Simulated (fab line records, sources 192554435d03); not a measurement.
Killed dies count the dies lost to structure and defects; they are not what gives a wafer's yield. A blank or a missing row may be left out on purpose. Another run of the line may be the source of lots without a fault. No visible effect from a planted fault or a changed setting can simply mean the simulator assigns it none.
Matching of chambers + flow n5 finfet + N5_BEOL_M13_CMP_49 on cmp-03 has 4 sister chambers
The step polishes, stops on SiOC, t overpolish 17.1 s, target thk 420 nm. 8 wafers are shown with their chamber, then 7 later ones without.

== EACH WAFER AND ITS CHAMBER ==
| wafer  | chamber | motor current A (A) | barrier field endpoint s (s) |
|--------|---------|---------------------|------------------------------|
| L081.6 | 0       | 6.9                 | 31.0                         |
| L080.5 | 2       | 6.5                 | 29.7                         |
| L089.3 | 2       | 6.1                 | 30.0                         |
| L087.3 | 0       | 6.7                 | 30.5                         |
| L087.4 | 1       | 6.9                 | 29.0                         |
| L087.5 | 3       | 5.5                 | 29.8                         |
| L090.1 | 3       | 5.7                 | 28.7                         |
| L090.2 | 1       | 7.3                 | 29.2                         |

== WAFERS MISSING THEIR CHAMBER ==
| wafer  | motor current A (A) | barrier field endpoint s (s) |
|--------|---------------------|------------------------------|
| L090.6 | 5.3                 | 29.7                         |
| L092.2 | 6.7                 | 30.4                         |
| L092.4 | 7.3                 | 29.9                         |
| L092.6 | 7.4                 | 30.5                         |
| L094.1 | 5.7                 | 29.3                         |
| L094.2 | 7.1                 | 29.5                         |
| L094.4 | 6.9                 | 28.9                         |

== CHAMBER TAKEN BY EACH ==
| wafer  | from the rows above     | in truth                   |
|--------|-------------------------|----------------------------|
| L090.6 | 3                       | 3                          |
| L092.2 | can't be placed: 0 or 2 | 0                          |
| L092.4 | can't be placed: 1 or 0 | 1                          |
| L092.6 | can't be placed: 0 or 1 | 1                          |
| L094.1 | 3                       | 3                          |
| L094.2 | 1                       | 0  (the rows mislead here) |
| L094.4 | 1                       | 1                          |
Correctly placed: 3 of 7. Not placeable from these rows: 3 (in 3, the candidates include the true chamber). Number placed wrongly: 1.
How it was worked out, from the rows above alone: a wafer's distance from a chamber is the root of the sum, over the readings, of the square of ((its reading less the chamber's mean) divided by the reading's scatter). The wafer belongs to the nearest chamber; if the next one is less than 2 further off, it can't be placed. Each chamber's mean is taken over the wafers shown for it. The scatter: take each reading less its chamber's mean, square it, sum over the shown wafers, divide by the number of wafers less the number of chambers, and take the root.
